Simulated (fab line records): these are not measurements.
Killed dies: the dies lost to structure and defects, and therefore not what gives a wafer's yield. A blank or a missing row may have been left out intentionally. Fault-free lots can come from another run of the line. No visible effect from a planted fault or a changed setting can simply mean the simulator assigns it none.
Chamber matching    flow n5 finfet    ald sin-02 running N5_BEOL_M1_ALD_98: 4 sister chambers
The step deposits SiO2, target thk 2.5 nm, pulse time 1 s, co reactant pulse time 1 s. 4 wafers are shown with their chamber, then 7 later ones without.

## WAFERS WITH THEIR CHAMBER
wafer   chamber  heater power w (W)
L087.6  3        73
L090.3  1        78
L093.2  0        80
L093.4  2        76

## WAFERS WHOSE CHAMBER IS MISSING
wafer   heater power w (W)
L093.6  76
L095.2  79
L095.4  72
L095.6  79
L096.1  81
L096.2  77
L096.6  74

## THE CHAMBER EACH PASSED THROUGH
wafer    from the rows above       in truth
L093.6   2                         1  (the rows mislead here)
L095.2   can't be placed: 0 or 1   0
L095.4   3                         3
L095.6   can't be placed: 0 or 1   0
L096.1   0                         0
L096.2   can't be placed: 1 or 2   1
L096.6   can't be placed: 3 or 2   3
2 of 7 placed correctly. Not placeable from these rows: 4 (in 4, the candidates include the true chamber). Wrongly placed: 1.
How it was worked out, from the rows above alone: a wafer's distance from a chamber is the root of the sum, over the readings, of the square of ((its reading less the chamber's mean) divided by the reading's scatter). If the next closest chamber is less than 2 further off than the closest, the wafer can't be placed; otherwise it belongs to the closest. A chamber's mean is the mean of its shown wafers. The scatter: root of mean squared gap, hidden wafer to nearest shown wafer, with one shown wafer a chamber.
